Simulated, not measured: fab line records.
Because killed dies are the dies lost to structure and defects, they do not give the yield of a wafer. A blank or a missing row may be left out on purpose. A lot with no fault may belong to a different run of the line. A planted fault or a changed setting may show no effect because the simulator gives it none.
A single fault, viewed from 3 desks | flow n5_finfet | what lay behind the numbers comes last; until then each desk has only its own

== AT THE TOOL OWNER'S DESK: rie_diel-01 ==
The tool's own readings at N5_MOL_CONTACT_COAG_ETCH_90 (etches SiARC in CF4, target depth 13 nm, time 21.7 s): means of the sampled wafers that have a number, for each lot that ran on this tool. If a lot's mean is further than 4 standard deviations from the usual mean, the lot is out of limits and carries the mark OUT (the distance appears in the brackets).
Columns: A = drypump_motor_current_A at N5_MOL_CONTACT_COAG_ETCH_90, usual 5.61 A; B = etch_rf_on_time_s at N5_MOL_CONTACT_COAG_ETCH_90, usual 21.9 s; C = oes_product_au at N5_MOL_CONTACT_COAG_ETCH_90, usual 0.67 a.u.; D = rf_vpp_V at N5_MOL_CONTACT_COAG_ETCH_90, usual 184.4 V; E = showerhead_plenum_p_Torr at N5_MOL_CONTACT_COAG_ETCH_90, usual 2.17 Torr; F = throttle_valve_pct at N5_MOL_CONTACT_COAG_ETCH_90, usual 15.65 %
lot  | first seen here | A    | B    | C    | D     | E    | F
L236 | day 6 10:44     | 5.70 | 22.1 | 0.64 | 185.1 | 2.23 | 15.70
L242 | day 7 22:48     | 5.58 | 22.0 | 0.74 | 184.7 | 2.15 | 15.22
L245 | day 8 11:28     | 5.62 | 21.9 | 0.69 | 185.3 | 2.18 | 15.47
L254 | day 10 20:44    | 5.49 | 21.7 | 0.66 | 184.0 | 2.18 | 15.68
L253 | day 10 23:44    | 5.57 | 21.9 | 0.68 | 184.4 | 2.18 | 15.47
This desk found nothing out of limits on any of the 5 lots.

== METROLOGY DESK ==
Means of the sampled wafers that have a number, per lot and without regard to the tool the lot ran on: this is what the gauges read. If a lot's mean is further than 4 standard deviations from the usual mean, the lot is out of limits and carries the mark OUT (the distance appears in the brackets). Of its 10 readings 7 are shown: those that lie furthest out on some lot.
Columns: A = DIBL_N at N5_BEOL_M4_RC_MEAS_101, usual 36.1 mV/V; B = IOFF_P at N5_BEOL_M4_RC_MEAS_101, usual 0.21 nA/um; C = ION_N at N5_BEOL_M4_RC_MEAS_101, usual 673 uA/um; D = ION_P at N5_BEOL_M4_RC_MEAS_101, usual 462 uA/um; E = SS_P at N5_BEOL_M4_RC_MEAS_101, usual 73.2 mV/dec; F = VT_N at N5_BEOL_M4_RC_MEAS_101, usual 249.7 mV; G = VT_P at N5_BEOL_M4_RC_MEAS_101, usual -250 mV
lot  | first seen here | A    | B    | C   | D   | E    | F     | G
L236 | day 8 23:52     | 36.6 | 0.22 | 675 | 466 | 73.4 | 248.0 | -248
L242 | day 10 17:29    | 35.9 | 0.21 | 678 | 462 | 73.3 | 247.7 | -250
L243 | day 10 21:25    | 37.7 | 0.22 | 671 | 460 | 73.8 | 250.4 | -250
L245 | day 11 12:26    | 34.5 | 0.19 | 656 | 455 | 73.4 | 253.6 | -251
L249 | day 12 17:29    | 37.8 | 0.21 | 680 | 464 | 73.6 | 248.1 | -249
L233 | day 13 19:43    | 35.2 | 0.23 | 678 | 473 | 73.7 | 249.6 | -246
L254 | day 14 16:55    | 37.4 | 0.24 | 675 | 472 | 73.9 | 248.7 | -248
L253 | day 15 05:43    | 35.5 | 0.23 | 675 | 470 | 72.8 | 247.4 | -244
This desk found nothing out of limits on any of the 8 lots.

== THE DEFECT DESK ==
Inspection counts along the route, by lot: the mean over sampled wafers that carry a number. If a lot's mean is further than 4 standard deviations from the usual mean, the lot is out of limits and carries the mark OUT (the distance appears in the brackets).
Columns: A = raw_defect_count at N5_MOL_CONTACT_COAG_INSPECT_42, usual 211
lot  | first seen here | A
L236 | day 6 12:15     | 275
L242 | day 8 00:31     | 888 (+12) OUT
L243 | day 8 02:26     | 266
L245 | day 8 12:37     | 575 (+6.3) OUT
L249 | day 9 14:59     | 133
L233 | day 10 04:22    | 164
L254 | day 10 22:01    | 240
L253 | day 11 01:02    | 192
Finding of this desk: L242, L245 out of limits; the first was L242 at day 8 00:31, on raw_defect_count at N5_MOL_CONTACT_COAG_INSPECT_42. In limits: L236, L243, L249, L233, L254, L253.

== PUT TOGETHER ==
The defect desk could have raised an alarm at day 8 00:31, on L242, L245.
The tool owner's desk saw nothing out of limits.
The metrology desk saw nothing out of limits.
Tool owner's desk: L242, L245 on record, inside its limits.
The metrology desk has L242, L245 on record, within its limits.
N5_MOL_CONTACT_COAG_ETCH_90 was run on rie_diel-01 by each of the lots named.

== WHAT THE SIMULATOR HAD INSERTED ==
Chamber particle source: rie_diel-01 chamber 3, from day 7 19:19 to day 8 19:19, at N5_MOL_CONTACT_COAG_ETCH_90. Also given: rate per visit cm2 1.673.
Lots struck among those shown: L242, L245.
Hours from the fault's start to each desk's first reading out of limits: the defect desk, 5.
